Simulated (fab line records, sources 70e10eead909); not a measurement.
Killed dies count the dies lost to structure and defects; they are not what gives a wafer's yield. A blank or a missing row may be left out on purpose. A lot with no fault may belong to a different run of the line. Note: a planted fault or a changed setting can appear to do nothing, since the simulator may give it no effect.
Struck lot and sound lot, side by side | flow nand-harc | 15 steps out of a route of 1159
Sound: the wafers L967.1, L967.4, L967.6. Struck: wafer L977.4 (L977.1, L977.2, from the same lot, were not struck and are left out); the cause is given at the end.
At each step with rows: each side's tool, then ch and its chambers, then its first start. Under that, the readings that differ: sound wafers | struck wafers | difference of the means | sigmas: that difference in standard deviations of wafers without a fault.
alike: words and numbers the same on both sides, and readings whose means are apart by under 2 such deviations; not compared: readings that were withheld, readings missing a value for some wafer, numbers with overlapping values and no deviation given by the record, and bounds like >300 which may hide the same value.
A row with sigmas, a row that says differs or no value, or rows on one side alone: a step with any of these is where the two part. When numbers do not overlap yet have no deviation, they are printed without sigmas and do not part them. A reading missing from all wafers of one side parts the sides only when that side holds two or more wafers.

first, 8 steps without rows for these wafers: NHARC_P_M2_HMDS_02 (time 30 s); NHARC_P_M2_COAT_34 (time 65 s); NHARC_P_M2_COAT_03 (resist thk 90 nm); NHARC_P_M2_SOFTBAKE_04 (time 55 s); NHARC_P_M2_EBR_05; NHARC_P_M2_EXPOSE_06 (exposes mask P M2, target cd 170 nm); NHARC_P_M2_PEB_07 (peb time 65 s); NHARC_P_M2_DEVELOP_08 (develop time 35 s).
NHARC_P_M2_CD_MEAS_09: the cd target is 170 nm.
  sound on cd-sem-01 ch 0, day 6 21:28; struck on cd-sem-01 ch 0, day 9 09:11
  alike: cd-nm
NHARC_P_M2_OVL_MEAS_10: pitch 340 nm.
  sound on overlay-01, day 6 21:34; struck on overlay-02, day 9 09:16
  alike: overlay-x-nm, overlay-y-nm
NHARC_P_M2_INSPECT_11:
  sound on defect-inspect-01, day 6 21:35; struck on defect-inspect-02, day 9 09:18
  alike: raw-defect-count
NHARC_P_M2_DESCUM_14: chemistry O2, time 3 s.
  sound on rie-diel-03 ch 2,3, day 6 21:40; struck on rie-diel-03 ch 0, day 9 09:22
  alike: drypump-motor-current-A, oes-product-au, rf-vpp-V, showerhead-plenum-p-Torr, throttle-valve-pct
  not compared: rf-hours-counter-h
NHARC_P_M2_ETCH_35: etches the open film in N2/H2, target depth 40 nm, overetch 12 nm, time 43.94 s.
  sound on rie-diel-03 ch 0,2, day 6 21:44; struck on rie-diel-03 ch 3, day 9 09:27
  reading               | sound             | struck | difference | sigmas
  oes-product-au (a.u.) | 0.992 0.992 0.994 | 0.850  | -0.143     | -12
  alike: drypump-motor-current-A, rf-vpp-V, showerhead-plenum-p-Torr, throttle-valve-pct
  not compared: rf-hours-counter-h
NHARC_P_M2_ETCH_15: etches the open film in C4F8/Ar, target depth 182.5 nm, time 91.2 s.
  sound on rie-diel-03 ch 1,2; struck on rie-diel-03 ch 2
  alike: oes-product-au, rf-vpp-V
  not compared: rf-hours-counter-h
then, 1 step without rows for these wafers: NHARC_END_SORT_01.

WHERE THEY PART
NHARC_P_M2_ETCH_35 only, going by this record. Later steps at which nothing parts them and some readings are alike: NHARC_P_M2_ETCH_15.

WHY: what the simulator had put in
rie-diel-03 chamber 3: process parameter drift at NHARC_P_M2_ETCH_35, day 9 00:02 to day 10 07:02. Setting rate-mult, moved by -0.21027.
